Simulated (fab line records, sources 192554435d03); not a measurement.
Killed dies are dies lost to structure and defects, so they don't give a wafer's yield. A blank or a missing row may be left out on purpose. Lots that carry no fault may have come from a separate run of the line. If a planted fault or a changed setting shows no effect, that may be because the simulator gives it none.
Matching of chambers | flow n5Finfet | pecvd-03 running N5_FIN_SAQP_PECVD_47: 3 sister chambers
The step deposits a-Si from SiH4/He, target thk 45 nm, time 36.3 s. 6 wafers are shown with their chamber, then 7 later ones without.

WAFERS PAIRED WITH THEIR CHAMBERS
wafer  | chamber | showerheadPlenumPTorr (Torr) | throttleValvePct (%)
L116.4 | 1       | 5.59                         | 18.4
L120.2 | 0       | 5.59                         | 18.4
L120.5 | 2       | 5.74                         | 17.0
L122.3 | 1       | 5.58                         | 18.3
L122.5 | 2       | 5.74                         | 16.7
L122.6 | 0       | 5.60                         | 18.5

WAFERS WHOSE CHAMBER IS MISSING
wafer  | showerheadPlenumPTorr (Torr) | throttleValvePct (%)
L128.2 | 5.59                         | 18.2
L128.4 | 5.72                         | 17.0
L129.1 | 5.61                         | 18.7
L129.2 | 5.73                         | 16.7
L133.1 | 5.73                         | 17.1
L133.2 | 5.59                         | 18.5
L133.3 | 5.58                         | 18.4

THE CHAMBER EACH PASSED THROUGH
wafer  | from the rows above     | in truth
L128.2 | can't be placed: 1 or 0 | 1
L128.4 | 2                       | 2
L129.1 | can't be placed: 0 or 1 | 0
L129.2 | 2                       | 2
L133.1 | 2                       | 2
L133.2 | can't be placed: 0 or 1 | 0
L133.3 | can't be placed: 1 or 0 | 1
Placed correctly: 3 of 7. Cannot be placed on the basis of these rows: 4; the candidates contain the true chamber in 4. Number placed wrongly: 0.
How it was worked out, from the rows above alone: a wafer's distance from a chamber is the root of the sum, over the readings, of the square of ((its reading less the chamber's mean) divided by the reading's scatter). If the next closest chamber is less than 2 further off than the closest, the wafer can't be placed; otherwise it belongs to the closest. Each chamber's mean is taken over the wafers shown for it. The scatter: take each reading less its chamber's mean, square it, sum over the shown wafers, divide by the number of wafers less the number of chambers, and take the root.
